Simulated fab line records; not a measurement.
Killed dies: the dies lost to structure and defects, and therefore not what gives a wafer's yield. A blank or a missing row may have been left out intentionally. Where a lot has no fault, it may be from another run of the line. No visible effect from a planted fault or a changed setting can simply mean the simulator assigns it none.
Matching of chambers :: flow n5 finfet :: 4 sister chambers for N5_BEOL_M3_ALD_98 on ald sin-03
The step deposits SiO2, target thk 2.5 nm, pulse time 1 s, co reactant pulse time 1 s. 4 wafers are shown with their chamber, then 9 later ones without.

## WAFERS WITH THEIR CHAMBER
wafer: L088.1
chamber: 2
heater power w (W): 73

wafer: L088.6
chamber: 0
heater power w (W): 73

wafer: L092.4
chamber: 3
heater power w (W): 86

wafer: L092.5
chamber: 1
heater power w (W): 75

## WAFERS WITHOUT THEIR CHAMBER
wafer: L093.1
heater power w (W): 84

wafer: L093.5
heater power w (W): 73

wafer: L093.6
heater power w (W): 74

wafer: L094.2
heater power w (W): 70

wafer: L094.4
heater power w (W): 75

wafer: L094.6
heater power w (W): 87

wafer: L096.2
heater power w (W): 77

wafer: L096.4
heater power w (W): 74

wafer: L096.6
heater power w (W): 88

## EACH ONE'S CHAMBER
wafer: L093.1
from the rows above: 3
in truth: 3

wafer: L093.5
from the rows above: can't be placed: 0 or 2 or 1
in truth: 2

wafer: L093.6
from the rows above: can't be placed: 0 or 1 or 2
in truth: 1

wafer: L094.2
from the rows above: can't be placed: 0 or 2 or 1
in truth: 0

wafer: L094.4
from the rows above: can't be placed: 1 or 0 or 2
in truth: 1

wafer: L094.6
from the rows above: 3
in truth: 3

wafer: L096.2
from the rows above: can't be placed: 1 or 0 or 2
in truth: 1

wafer: L096.4
from the rows above: can't be placed: 0 or 1 or 2
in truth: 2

wafer: L096.6
from the rows above: 3
in truth: 3
Correctly placed: 3 of 9. Unplaceable from these rows: 6, with the true chamber sitting among the candidates in 6. Placed wrongly: 0.
How it was worked out, from the rows above alone: a wafer's distance from a chamber is the root of the sum, over the readings, of the square of ((its reading less the chamber's mean) divided by the reading's scatter). If the next closest chamber is less than 2 further off than the closest, the wafer can't be placed; otherwise it belongs to the closest. Each chamber's mean is taken over the wafers shown for it. The scatter: with one shown wafer a chamber, the root of the mean of the squares of how far each hidden wafer lies from its nearest shown one.
